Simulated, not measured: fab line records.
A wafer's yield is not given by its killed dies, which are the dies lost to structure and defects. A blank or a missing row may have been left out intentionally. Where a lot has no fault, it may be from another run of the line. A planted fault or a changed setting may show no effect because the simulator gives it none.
A lot that was struck, set against a sound lot    flow n5_finfet    32 steps out of a route of 1938
Sound: wafers L999.2, L999.5, L999.6. Struck: wafer L106.2; the same lot's L106.4 was not struck, so it is left out; see the end for the cause.
Each step with rows lists, per side, the tool, then ch with its chambers, then its first start. Under that, the readings that differ: sound wafers    struck wafers    difference of the means    sigmas: that difference in standard deviations of wafers without a fault.
alike: readings with means less than 2 such deviations apart, plus words and numbers identical on both sides. not compared: withheld readings, readings lacking a value on some wafer, bounds such as >300 that could conceal the same value, and numbers that have no deviation in the record and whose values overlap.
A row with sigmas, a row that says differs or no value, or rows on one side alone: a step with any of these is where the two part. Non-overlapping numbers with no deviation appear without sigmas and do not part them. A reading missing from all wafers of one side parts the sides only when that side holds two or more wafers.

first, 3 steps without rows for these wafers: N5_BEOL_M0_CUTY_STRIP_64 (strips in N2/H2); N5_BEOL_M0_ETCH_138 (etches SiCN in CH3F/O2, target depth 12 nm, time 31.6 s); N5_BEOL_M0_HM_OPEN_105 (chemistry Cl2/BCl3, target TiN, target depth 12 nm).
N5_BEOL_M0_STRIP_140: strips in CF4.
  sound on rie_diel-04 ch 0,3, day 7 00:30; struck on rie_diel-01 ch 3, day 8 21:19
reading                      sound        struck  difference  sigmas
drypump_motor_current_A (A)  5.3 5.3 5.6  6.6     +1.2        +3
  alike: oes_product_au, rf_vpp_V, showerhead_plenum_p_Torr, throttle_valve_pct
  not compared: rf_hours_counter_h
N5_BEOL_M0_STRIP_104: strips in N2/H2.
  sound on rie_diel-04 ch 0,3, day 7 00:31; struck on rie_diel-01 ch 3, day 8 21:20
reading                      sound        struck  difference  sigmas
drypump_motor_current_A (A)  5.3 5.3 5.6  6.6     +1.2        +3
  alike: oes_product_au, rf_vpp_V, showerhead_plenum_p_Torr, throttle_valve_pct
  not compared: rf_hours_counter_h
then, 4 steps without rows for these wafers: N5_BEOL_M0_WET_ETCH_106 (etches SiO2 in DHF, target depth 130 nm, rinse time 30 s); N5_BEOL_M0_ETCH_128 (etches SiCN in CF4/N2, target depth 12 nm, overetch 5.1 nm, time 21.4 s); N5_BEOL_M0_TRENCH_ETCH_107 (etches SiOC in C4F6/O2, target depth 32.8 nm, time 16.4 s); N5_BEOL_M0_STRIP_142 (strips in N2/H2, time 10 s).
N5_BEOL_M0_OCD_MEAS_108:
  sound: ocd-01 at day 7 00:48; struck: ocd-02 at day 8 21:47
  alike: trench_depth_nm
then, 2 steps without rows for these wafers: N5_BEOL_M0_HM_STRIP_129 (strips TiN in peroxide tin strip, target depth 17 nm, time 108 s); N5_BEOL_M0_SRD_130 (time 30 s).
N5_BEOL_M0_ETCH_109: etches SiCN in CH3F/O2, target depth 8 nm, overetch 2.4 nm, time 27.4 s.
  sound on rie_diel-01 ch 2,3, day 7 00:55; struck on rie_diel-01 ch 2, day 8 22:25
  alike: drypump_motor_current_A, oes_product_au, rf_vpp_V, showerhead_plenum_p_Torr, throttle_valve_pct
  not compared: rf_hours_counter_h, model.SiOC_of_BEOL_M0_SAQP_ILD_DEP_01.thk_nm
then, 8 steps without rows for these wafers: N5_BEOL_M0_STRIP_139 (strips in post etch residue remover, time 60 s); N5_BEOL_M0_SRD_111 (time 30 s); N5_BEOL_M0_DEGAS_112 (time 60 s); N5_BEOL_M0_PRE_CLEAN_113 (time 30 s); N5_BEOL_M0_ALD_136 (deposits TaN, pulse time 2 s, purge time 3 s, co reactant purge time 2 s); N5_BEOL_M0_SURFACE_TREAT_137; N5_BEOL_M0_CVD_115 (deposits Co from CCTBA/H2, time 120 s); N5_BEOL_M0_SPUTTER_116 (material Cu, target thk 4 nm, time 7.37 s).
N5_BEOL_M0_ANNEAL_117: time 60 s.
  sound: pvd_sputter-02 at day 7 01:55; struck: pvd_sputter-03 at day 9 02:11
  alike: heater_power_w
then, 3 steps without rows for these wafers: N5_BEOL_M0_SPUTTER_132 (material Cu, target thk 4 nm, time 7.37 s); N5_BEOL_M0_ANNEAL_133 (time 60 s); N5_BEOL_M0_SPUTTER_134 (material Cu, target thk 4 nm, time 7.37 s).
N5_BEOL_M0_ANNEAL_135: time 60 s.
  sound: pvd_sputter-02 at day 7 02:10; struck: pvd_sputter-03 at day 9 02:25
  alike: heater_power_w
then, 2 steps without rows for these wafers: N5_BEOL_M0_SPUTTER_141 (material Cu, target thk 4 nm, time 7.37 s); N5_BEOL_M0_ECD_118 (material Cu, target thk 300 nm).
N5_BEOL_M0_ANNEAL_119: time 90 s.
  sound on rtp_anneal-02 ch 0, day 7 02:28; struck on rtp_anneal-02 ch 0, day 9 02:42
  alike: wafer_temp_C_max
N5_BEOL_M0_CMP_120: polishes, stops on SiOC, t overpolish 6.9 s.
  sound on cmp-01 ch 1,2,3, day 7 02:49; struck on cmp-04 ch 2, day 9 02:57
reading              sound        struck  difference  sigmas
motor_current_A (A)  5.3 7.4 5.0  7.2     +1.3        +2
  alike: barrier_field_endpoint_s, head_pressure_psi, overpolish_run_s, time_to_endpoint_s
  not compared: model.SiOC_of_BEOL_M0_SAQP_ILD_DEP_01.thk_nm
-- here the record skips 2 days between the struck wafers' starts before and after, leaving off in module BEOL_M0 and picking up in module BEOL_M4 (first step shown: number 1111 of the route) --
N5_BEOL_M4_RC_MEAS_101:
  sound on prober-01 ch 0, day 9 11:01; struck on prober-01 ch 0, day 11 10:56
reading         sound           struck  difference  sigmas
DIBL_N (mV/V)   38.2 40.0 39.5  34.7    -4.5        -3
DIBL_P (mV/V)   37.8 41.0 39.4  33.3    -6.1        -3
IOFF_N (nA/um)  0.18 0.21 0.21  0.13    -0.07       -2
IOFF_P (nA/um)  0.23 0.29 0.25  0.17    -0.09       -3
VT_P (mV)       -249 -246 -247  -255    -8          -2
  alike: ION_N, ION_P, SS_N, SS_P, VT_N
following that, these wafers have no rows for 1 step: N5_PASSIVATION_PROBE_49.

== WHERE THEY PART ==
Earliest at N5_BEOL_M0_STRIP_140; latest, in this record, at N5_BEOL_M4_RC_MEAS_101.

WHY: whatever the simulator had introduced
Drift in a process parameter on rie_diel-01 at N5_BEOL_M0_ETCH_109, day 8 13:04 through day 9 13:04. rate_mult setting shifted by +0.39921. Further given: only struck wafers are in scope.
